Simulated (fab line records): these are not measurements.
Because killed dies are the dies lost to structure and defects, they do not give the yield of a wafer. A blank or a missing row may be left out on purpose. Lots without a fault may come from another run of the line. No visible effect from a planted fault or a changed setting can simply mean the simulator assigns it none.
fab line records | flow nandHarc
[record] lots = 14 | wafers = 42 | lastDay = 24
route steps=1159 shown A_M1@1057 A_BONDPAD@1076 HYBRID_BOND@1100
lots that met no fault: taken from a fault-free run of the same line
startH: hours from the record's opening day to when the first of the lot's shown wafers began | waitH: how many hours have passed since the lot's step before this one | " unchanged from the row above | L1.1+2: a row that stands for several wafers | - either no value or no given start | * or withheld: withheld | < > ~ a bound
route shown NAME@n: names a module that has steps shown in the file, with the first one's number in the route | usual: the fault-free wafers' mean and standard deviation | same: alike in all rows | chamber/n: place in a boat | sites: each site's reading | _std_site: the values' standard deviation | _edge_site: outer sites' mean less inner sites' | radiusMm: for every site, how far away it sits from the centre of the wafer | mask NAME#n: copy n | behind: the last tool/chamber to shape the wafer | hold: the reason the lot was held/the length of the hold in hours/how it ended | device: the n, p or np transistor that did not switch | end of line: at the end of the route, the tests of the same wafers | a step with no rows: only its recipe | killed: dies lost to structure and defects at the first sort, not the wafer's yield | map: shows each die of a wafer: x if killed, . if not, _ if none is there
set.NAME: the setting the step ran with; set.NAME@STEP: the setting that earlier step ran with | model.NAME: the simulator's own value behind a step, which no gauge read
a sample of lots followed through the steps of the route, with each step as a table and each wafer as a row
services: a tool's chamber out of use, with start hour (startH, from the record's first day; less than 0 if before it), hours out, and reason
[[steps]]
[step NHARC_A_M1_PRE_CLEAN_32]
[recipe] timeS = 12 | tempC = 370 | rfPowerW = 300 | gas = NH3
[usual] heaterPowerW = 653/89 | susceptorTempC = 369.95/0.23
lot.wafer | tool     | chamber | startH | waitH | heaterPowerW | susceptorTempC
L801.6    | pecvd-04 | 1       | 394.26 | 0.1   | 534          | 370.06
L801.4    | "        | 2       | "      | "     | 737          | 369.47
L801.5    | "        | 0       | "      | "     | 757          | 369.90
L802.2    | pecvd-04 | 2       | 409.13 | 0.1   | 728          | 369.99
L802.6    | "        | 0       | "      | "     | 806          | 370.17
L802.4    | "        | 2       | "      | "     | 725          | 369.72
L807.3    | pecvd-03 | 0       | 419.50 | 0.1   | 655          | 369.85
L807.2    | "        | 1       | "      | "     | 709          | 369.77
L807.6    | "        | 0       | "      | "     | 675          | 369.96
L806.1    | pecvd-02 | 2       | 420.13 | 0.1   | 666          | 370.04
L806.3    | "        | 0       | "      | "     | 547          | 369.87
L806.6    | "        | 2       | "      | "     | 676          | 370.40
L805.3    | pecvd-04 | 0       | 424.47 | 0.1   | 812          | 369.80
L805.2    | "        | 1       | "      | "     | 607          | 369.80
L805.4    | "        | 2       | "      | "     | 720          | 370.32
L808.3    | pecvd-02 | 0       | 443.74 | 0.1   | 556          | 369.83
L808.2    | "        | 1       | "      | "     | 488          | 369.50
L808.4    | "        | 0       | "      | "     | 555          | 370.01
L810.1    | pecvd-04 | 2       | 453.22 | 0.1   | 673          | 370.05
L810.2    | "        | 0       | "      | "     | 797          | 369.64
L810.5    | "        | 0       | "      | "     | 795          | 369.84
L813.2    | pecvd-03 | 0       | 468.71 | 0.1   | 594          | 369.84
L813.1    | "        | 1       | "      | "     | 701          | 370.40
L813.4    | "        | 2       | "      | "     | 565          | 370.04
L818.6    | pecvd-03 | 0       | 510.04 | 0.1   | 614          | 370.31
L818.5    | "        | 1       | "      | "     | 699          | 370.05
L818.4    | "        | 2       | "      | "     | 654          | 370.04
L819.2    | pecvd-03 | 2       | 513.06 | 0.1   | 641          | 369.61
L819.3    | "        | 1       | "      | "     | 759          | 369.84
L819.6    | "        | 0       | "      | "     | 637          | 370.03
L821.2    | pecvd-02 | 2       | 529.33 | 0.1   | 603          | 369.89
L821.3    | "        | 1       | "      | "     | 506          | 370.18
L821.4    | "        | 2       | "      | "     | 609          | 370.07
L822.1    | pecvd-04 | 0       | 534.33 | 0.1   | 767          | 369.88
L822.2    | "        | 1       | "      | "     | 567          | 369.93
L822.3    | "        | 2       | "      | "     | 704          | 370.04
L823.2    | pecvd-04 | 1       | 543.80 | 0.1   | 624          | 370.20
L823.5    | "        | 2       | "      | "     | 653          | 370.38
L823.6    | "        | 1       | "      | "     | 629          | 369.96
L824.3    | pecvd-04 | 2       | 548.23 | 0.1   | 657          | 369.95
L824.1    | "        | 0       | "      | "     | 712          | 369.98
L824.5    | "        | 1       | "      | "     | 526          | 369.85
[step NHARC_A_BONDPAD_ETCH_34]
[recipe] targetDepthA = 600 | overetchA = 180 | timeS = 65.91 | ionEnergyEv = 200 | n2FlowSccm = 150 | h2FlowSccm = 150 | arFlowSccm = 0 | rfW = 400 | biasW = 150 | chemistry = N2/H2
[usual] drypumpMotorCurrentA = 5.81/0.16 | h2FlowSccm = 150.0/0.43 | mfcArSccm = 0.005/0.0083 | n2FlowSccm = 150.0/0.45 | oesProductAu = 1.003/0.0066 | rfVppV = 431/3.1 | showerheadPlenumPTorr = 2.05/0.11 | throttleValvePct = 14.171/0.009
lot.wafer | tool       | chamber | startH | waitH | drypumpMotorCurrentA | h2FlowSccm | mfcArSccm | n2FlowSccm | oesProductAu | rfHoursCounterH | rfVppV | showerheadPlenumPTorr | throttleValvePct
L801.4    | rieDiel-06 | 3       | 396.40 | 0.1   | 5.94                 | 149.5      | 0         | 150.2      | 1.006        | 5               | 432    | 2.12                  | 14.160
L801.5    | "          | 0       | "      | "     | 5.67                 | 150.2      | 0         | 149.2      | 1.005        | -               | 428    | 1.91                  | 14.168
L801.6    | "          | 1       | "      | "     | 5.93                 | 149.9      | 0.020     | 150.4      | 1.010        | -               | 435    | 2.18                  | 14.176
L802.2    | rieDiel-06 | 1       | 411.25 | 0.1   | 5.89                 | 150.2      | 0.020     | 150.1      | 1.003        | 6               | 434    | 2.18                  | 14.170
L802.4    | "          | 0       | "      | "     | 5.67                 | 150.8      | 0         | 150.4      | 1.020        | 6               | 426    | 1.91                  | 14.178
L802.6    | "          | 1       | "      | "     | 5.92                 | 149.4      | 0.020     | 149.6      | 1.008        | -               | 436    | 2.18                  | 14.186
L807.2    | rieDiel-10 | 2       | 421.66 | 0.1   | 6.06                 | 150.6      | 0         | 150.1      | 1.007        | 13              | 432    | 2.10                  | 14.174
L807.3    | "          | 1       | "      | "     | 5.64                 | 150.0      | 0         | 149.8      | 1.006        | 13              | 431    | 2.02                  | 14.181
L807.6    | "          | 3       | "      | "     | 5.88                 | 150.1      | 0.005     | 149.6      | 1.003        | -               | 433    | 2.17                  | 14.164
L806.1    | rieDiel-10 | 0       | 422.43 | 0.1   | 5.31                 | 149.6      | 0         | 149.8      | 1.000        | 13              | 434    | 2.15                  | 14.187
L806.3    | "          | 1       | "      | "     | 5.62                 | 150.3      | 0         | 149.4      | 1.005        | 13              | 430    | 2.02                  | 14.170
L806.6    | "          | 0       | "      | "     | 5.31                 | 149.8      | 0         | 149.0      | 0.992        | -               | 433    | 2.15                  | 14.178
L805.3    | rieDiel-03 | 3       | 426.82 | 0.2   | 6.06                 | 149.9      | 0         | 150.0      | 1.007        | 8               | 433    | 2.08                  | 14.157
L805.2    | "          | 1       | "      | "     | 5.80                 | 151.0      | 0.026     | 149.6      | 0.997        | 6               | 434    | 2.17                  | 14.173
L805.4    | "          | 2       | "      | "     | 5.72                 | 150.3      | 0         | 149.6      | 1.006        | -               | 432    | 2.07                  | 14.179
L808.2    | rieDiel-06 | 0       | 445.89 | 0.1   | 5.65                 | 149.7      | 0         | 150.2      | 1.002        | 0               | 428    | 1.91                  | 14.159
L808.3    | "          | 1       | "      | "     | 5.93                 | 150.1      | 0.020     | 150.3      | 1.004        | 1               | 434    | 2.18                  | 14.173
L808.4    | "          | 2       | "      | "     | 5.74                 | 149.5      | 0         | 150.0      | 1.003        | 1               | 428    | 1.96                  | 14.166
L810.2    | rieDiel-06 | 2       | 455.38 | 0.1   | 5.70                 | 149.5      | 0         | 150.3      | 1.006        | 1               | 428    | 1.96                  | 14.185
L810.1    | "          | 3       | "      | "     | 5.95                 | 149.2      | 0         | 150.0      | 1.004        | 1               | 433    | 2.12                  | 14.169
L810.5    | "          | 2       | "      | "     | 5.72                 | 149.9      | 0         | 150.9      | 0.985        | -               | 428    | 1.96                  | 14.179
L813.1    | rieDiel-06 | 0       | 470.86 | 0.1   | 5.68                 | 150.1      | 0         | 149.8      | 1.003        | 1               | 428    | 1.91                  | 14.152
L813.2    | "          | 1       | "      | "     | 5.91                 | 150.0      | 0.020     | 150.0      | 1.009        | 1               | 436    | 2.18                  | 14.181
L813.4    | "          | 2       | "      | "     | 5.74                 | 150.3      | 0         | 150.3      | 0.994        | 1               | 429    | 1.96                  | 14.163
L818.4    | rieDiel-06 | 2       | 512.19 | 0.1   | 5.72                 | 149.2      | 0         | 150.3      | 1.011        | 3               | 429    | 1.96                  | 14.160
L818.5    | "          | 3       | "      | "     | 5.92                 | 149.9      | 0         | 150.6      | 1.006        | -               | 433    | 2.12                  | 14.171
L818.6    | "          | 0       | "      | "     | 5.66                 | 149.8      | 0         | 149.7      | 1.008        | -               | 425    | 1.91                  | 14.180
L819.3    | rieDiel-06 | 2       | 515.21 | 0.1   | 5.72                 | 150.1      | 0         | 150.4      | 1.001        | 3               | 430    | 1.96                  | 14.173
L819.2    | "          | 3       | "      | "     | 5.95                 | 150.8      | 0         | 150.4      | 1.002        | 3               | 433    | 2.12                  | 14.160
L819.6    | "          | 3       | "      | "     | 5.95                 | 150.7      | 0         | 149.8      | 0.997        | -               | 433    | 2.12                  | 14.168
L821.3    | rieDiel-06 | 2       | 531.50 | 0.1   | 5.70                 | 149.7      | 0         | 150.4      | 1.000        | 3               | 427    | 1.96                  | 14.174
L821.2    | "          | 0       | "      | "     | 5.66                 | 150.3      | 0         | 149.5      | 1.000        | 3               | 427    | 1.91                  | 14.156
L821.4    | "          | 1       | "      | "     | 5.91                 | 149.7      | 0.020     | 150.3      | 1.017        | 3               | 435    | 2.18                  | 14.175
L822.3    | rieDiel-06 | 3       | 536.47 | 0.1   | 5.95                 | 149.0      | 0         | 149.8      | 1.008        | 4               | 432    | 2.12                  | 14.171
L822.1    | "          | 0       | "      | "     | 5.64                 | 149.8      | 0         | 149.7      | 0.997        | 3               | 426    | 1.91                  | 14.180
L822.2    | "          | 2       | "      | "     | 5.75                 | 150.1      | 0         | 149.5      | 0.997        | 4               | 429    | 1.96                  | 14.162
L823.2    | rieDiel-06 | 1       | 545.95 | 0.1   | 5.92                 | 149.5      | 0.020     | 149.3      | 1.001        | 4               | 434    | 2.18                  | 14.176
L823.5    | "          | 1       | "      | "     | 5.91                 | 149.3      | 0.020     | 149.9      | 1.012        | -               | 434    | 2.18                  | 14.162
L823.6    | "          | 2       | "      | "     | 5.72                 | 149.8      | 0         | 150.5      | 0.994        | -               | 429    | 1.96                  | 14.179
L824.1    | rieDiel-06 | 0       | 550.27 | 0.1   | 5.66                 | 149.7      | 0         | 150.5      | 0.998        | 4               | 428    | 1.91                  | 14.156
L824.3    | "          | 1       | "      | "     | 5.92                 | 148.8      | 0.020     | 149.9      | 1.013        | 4               | 433    | 2.18                  | 14.170
L824.5    | "          | 3       | "      | "     | 5.94                 | 149.2      | 0         | 149.9      | 1.001        | -               | 432    | 2.12                  | 14.173
[step NHARC_A_BONDPAD_ECD_18]
[recipe] targetThkA = 4000 | bathTempC = 25 | material = Cu
[usual] bathHeatDutyPct = 5.8/0.49 | bathTempC = 25.01/0.12
lot.wafer | tool     | chamber | startH | waitH | bathHeatDutyPct | bathTempC
L801.4    | ecdCu-01 | 1       | 398.19 | -     | 5.6             | 25.04
L801.6    | "        | 0       | "      | "     | 5.6             | 25.02
L801.5    | "        | 1       | "      | "     | 6.4             | 25.03
L802.2    | ecdCu-01 | 0       | 412.53 | -     | 6.0             | 24.93
L802.4    | "        | 1       | "      | "     | 5.8             | 24.93
L802.6    | "        | 0       | "      | "     | 6.4             | 24.82
L807.2    | ecdCu-01 | 1       | 422.90 | -     | 5.9             | 25.12
L807.3    | "        | 0       | "      | "     | 5.3             | 25.09
L807.6    | "        | 0       | "      | "     | 5.2             | 25.05
L806.1    | ecdCu-01 | 0       | 423.68 | -     | 5.7             | 24.94
L806.3    | "        | 0       | "      | "     | 6.1             | 24.83
L806.6    | "        | 0       | "      | "     | 5.3             | 24.79
L805.2    | ecdCu-01 | 1       | 428.13 | -     | 5.5             | 25.00
L805.3    | "        | 0       | "      | "     | 5.6             | 25.07
L805.4    | "        | 1       | "      | "     | 6.2             | 25.11
L808.2    | ecdCu-02 | 1       | 447.23 | -     | 5.5             | 24.92
L808.4    | "        | 0       | "      | "     | 5.0             | 24.88
L808.3    | "        | 1       | "      | "     | 6.3             | 25.06
L810.2    | ecdCu-01 | 0       | 456.60 | -     | 5.9             | 24.90
L810.1    | "        | 1       | "      | "     | 5.5             | 25.04
L810.5    | "        | 1       | "      | "     | 6.1             | 25.05
L813.1    | ecdCu-01 | 0       | 472.10 | -     | 6.2             | 24.83
L813.2    | "        | 1       | "      | "     | 6.1             | 24.85
L813.4    | "        | 1       | "      | "     | 5.3             | 25.01
L818.4    | ecdCu-01 | 1       | 513.56 | -     | -               | -
L818.6    | "        | 0       | "      | "     | -               | -
L818.5    | "        | 1       | "      | "     | -               | -
L819.2    | ecdCu-01 | 1       | 516.48 | -     | -               | -
L819.3    | "        | 0       | "      | "     | -               | -
L819.6    | "        | 1       | "      | "     | -               | -
L821.2    | ecdCu-01 | 1       | 532.71 | -     | 5.8             | 24.99
L821.4    | "        | 1       | "      | "     | 5.4             | 25.23
L821.3    | "        | 0       | "      | "     | 6.6             | 25.13
L822.1    | ecdCu-01 | 0       | 537.71 | -     | 5.3             | 25.04
L822.2    | "        | 1       | "      | "     | 5.7             | 25.02
L822.3    | "        | 1       | "      | "     | 6.4             | 25.18
L823.2    | ecdCu-01 | 1       | 547.17 | -     | 6.1             | 25.08
L823.5    | "        | 1       | "      | "     | 5.8             | 25.26
L823.6    | "        | 0       | "      | "     | 5.4             | 25.04
L824.1    | ecdCu-02 | 0       | 551.47 | -     | 6.5             | 24.96
L824.3    | "        | 0       | "      | "     | 5.4             | 24.89
L824.5    | "        | 0       | "      | "     | 5.7             | 25.02
[step NHARC_A_BONDPAD_THK_MEAS_20]
[recipe] thkMeasGauge = xrf
[usual] thkNm = 170.0/1.5
lot.wafer | tool         | chamber | startH | waitH | thkNm
L801.4    | filmMetro-01 | -       | 399.09 | -     | 167.6
L801.5    | "            | -       | "      | "     | 168.4
L801.6    | "            | -       | "      | "     | 170.5
L802.2    | filmMetro-01 | -       | 413.53 | -     | 170.2
L802.4    | "            | -       | "      | "     | 172.5
L802.6    | "            | -       | "      | "     | 171.8
L807.2    | filmMetro-02 | -       | 423.95 | -     | 166.6
L807.3    | "            | -       | "      | "     | 169.5
L807.6    | "            | -       | "      | "     | 170.5
L806.1    | filmMetro-02 | -       | 424.73 | -     | 169.6
L806.3    | "            | -       | "      | "     | 168.4
L806.6    | "            | -       | "      | "     | 170.2
L805.2    | filmMetro-01 | -       | 429.16 | -     | 171.5
L805.3    | "            | -       | "      | "     | 168.2
L805.4    | "            | -       | "      | "     | 169.3
L808.2    | filmMetro-02 | -       | 448.23 | -     | 167.9
L808.3    | "            | -       | "      | "     | 169.9
L808.4    | "            | -       | "      | "     | 170.1
L810.1    | filmMetro-01 | -       | 457.65 | -     | 170.9
L810.2    | "            | -       | "      | "     | 170.2
L810.5    | "            | -       | "      | "     | 170.6
L813.1    | filmMetro-01 | -       | 473.15 | -     | 170.8
L813.2    | "            | -       | "      | "     | 171.6
L813.4    | "            | -       | "      | "     | 171.5
L818.4    | filmMetro-01 | -       | 514.45 | -     | 30.1
L818.5    | "            | -       | "      | "     | 31.8
L818.6    | "            | -       | "      | "     | 30.1
L819.2    | filmMetro-01 | -       | 517.47 | -     | 30.8
L819.3    | "            | -       | "      | "     | 29.2
L819.6    | "            | -       | "      | "     | 31.2
L821.2    | filmMetro-02 | -       | 533.75 | -     | 169.7
L821.3    | "            | -       | "      | "     | 170.0
L821.4    | "            | -       | "      | "     | 174.1
L822.1    | filmMetro-02 | -       | 538.75 | -     | 169.7
L822.2    | "            | -       | "      | "     | 170.5
L822.3    | "            | -       | "      | "     | 169.7
L823.2    | filmMetro-02 | -       | 548.22 | -     | 168.2
L823.5    | "            | -       | "      | "     | 169.4
L823.6    | "            | -       | "      | "     | 170.0
L824.1    | filmMetro-02 | -       | 552.58 | -     | 170.2
L824.3    | "            | -       | "      | "     | 167.8
L824.5    | "            | -       | "      | "     | 169.0
[step NHARC_HYBRID_BOND_INSPECT_06]
[recipe] inspectInstrument = irVoid
[usual] rawDefectCount = 33/15
lot.wafer | tool             | chamber | startH | waitH | rawDefectCount
L801.4    | defectInspect-01 | -       | 412.74 | 0.1   | 35
L801.5    | "                | -       | "      | "     | 38
L801.6    | "                | -       | "      | "     | 35
L802.2    | defectInspect-02 | -       | 421.64 | 0.1   | 23
L802.4    | "                | -       | "      | "     | 21
L802.6    | "                | -       | "      | "     | 18
L807.2    | defectInspect-02 | -       | 430.31 | 0.1   | 27
L807.3    | "                | -       | "      | "     | 20
L807.6    | "                | -       | "      | "     | 18
L806.1    | defectInspect-02 | -       | 434.83 | 0.0   | 31
L806.3    | "                | -       | "      | "     | 29
L806.6    | "                | -       | "      | "     | 31
L805.2    | defectInspect-02 | -       | 440.88 | 0.1   | 6
L805.3    | "                | -       | "      | "     | 14
L805.4    | "                | -       | "      | "     | 12
L808.2    | defectInspect-02 | -       | 458.63 | 0.1   | 22
L808.3    | "                | -       | "      | "     | 18
L808.4    | "                | -       | "      | "     | 20
L810.1    | defectInspect-02 | -       | 465.89 | 0.0   | 14
L810.2    | "                | -       | "      | "     | 14
L810.5    | "                | -       | "      | "     | 14
L813.1    | defectInspect-01 | -       | 486.43 | 0.0   | 33
L813.2    | "                | -       | "      | "     | 34
L813.4    | "                | -       | "      | "     | 33
L821.2    | defectInspect-02 | -       | 544.79 | 0.1   | 67
L821.3    | "                | -       | "      | "     | 58
L821.4    | "                | -       | "      | "     | 66
L822.1    | defectInspect-02 | -       | 549.14 | 0.0   | 25
L822.2    | "                | -       | "      | "     | 19
L822.3    | "                | -       | "      | "     | 25
L823.2    | defectInspect-01 | -       | 556.26 | 0.1   | 36
L823.5    | "                | -       | "      | "     | 43
L823.6    | "                | -       | "      | "     | 49
L824.1    | defectInspect-02 | -       | 562.69 | 0.0   | 57
L824.3    | "                | -       | "      | "     | 42
L824.5    | "                | -       | "      | "     | 44
[[services]]
tool       | chamber | startH | hours | kind
rieDiel-06 | 0       | 372.70 | -     | clean
rieDiel-06 | 1       | 372.70 | -     | clean
rieDiel-06 | 2       | 372.70 | -     | clean
pecvd-04   | -       | 376.22 | 13.0  | pm
ecdCu-02   | -       | 391.73 | 1.6   | repair
rieDiel-03 | -       | 392.30 | 9.0   | pm
pecvd-02   | 1       | 414.46 | 8.1   | repair
rieDiel-06 | -       | 418.20 | 9.0   | pm
rieDiel-03 | 0       | 424.32 | 3.2   | repair
pecvd-02   | 0       | 429.67 | 5.2   | repair
rieDiel-03 | 3       | 446.94 | 8.8   | repair
ecdCu-01   | -       | 448.00 | 8.0   | pm
pecvd-02   | 1       | 470.44 | 17.1  | repair
pecvd-03   | -       | 473.39 | 13.0  | pm
pecvd-02   | 0       | 477.34 | 2.7   | repair
rieDiel-06 | 1       | 477.61 | 9.3   | repair
ecdCu-01   | -       | 479.61 | 2.3   | repair
ecdCu-02   | -       | 481.65 | 2.8   | repair
rieDiel-10 | 2       | 490.97 | 14.2  | repair
ecdCu-01   | -       | 491.23 | 4.3   | repair
pecvd-02   | -       | 515.26 | 13.0  | pm
pecvd-04   | 0       | 517.96 | 4.8   | repair
rieDiel-10 | -       | 530.58 | 9.0   | pm
ecdCu-02   | -       | 532.69 | 8.0   | pm
[[key]]
[firstSign] step = NHARC_A_BONDPAD_ECD_18 | reading = toolRecord | direction = missing
[effect] step = NHARC_A_BONDPAD_THK_MEAS_20 | reading = thkNm | direction = down | sigmas = 96 | usual = 170.0 | struck = 30.5
metAt NHARC_A_BONDPAD_ECD_18
struckLots L818,L819
laterRowsLeftOut L818.4,L818.5,L818.6,L819.2,L819.3,L819.6
sortLeftOut L818.4,L818.5,L818.6,L819.2,L819.3,L819.6
notActingAt NHARC_A_M1_PRE_CLEAN_32,NHARC_A_BONDPAD_ETCH_34,NHARC_HYBRID_BOND_INSPECT_06
onsetBetween 472.10 513.56
[fault] kind = skippedStepWhole | tool = ecdCu-01 | chamber = - | onsetH = 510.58 | steps = NHARC_A_BONDPAD_ECD_18 | scope = struckLotsOnly
// sortLeftOut: the simulated sort isn't trusted on such a fault, so these wafers' sort isn't shown, and their yield isn't known
// laterRowsLeftOut: the simulator's readings of these wafers behind a module that went badly wrong aren't trusted and aren't shown, but for the sort
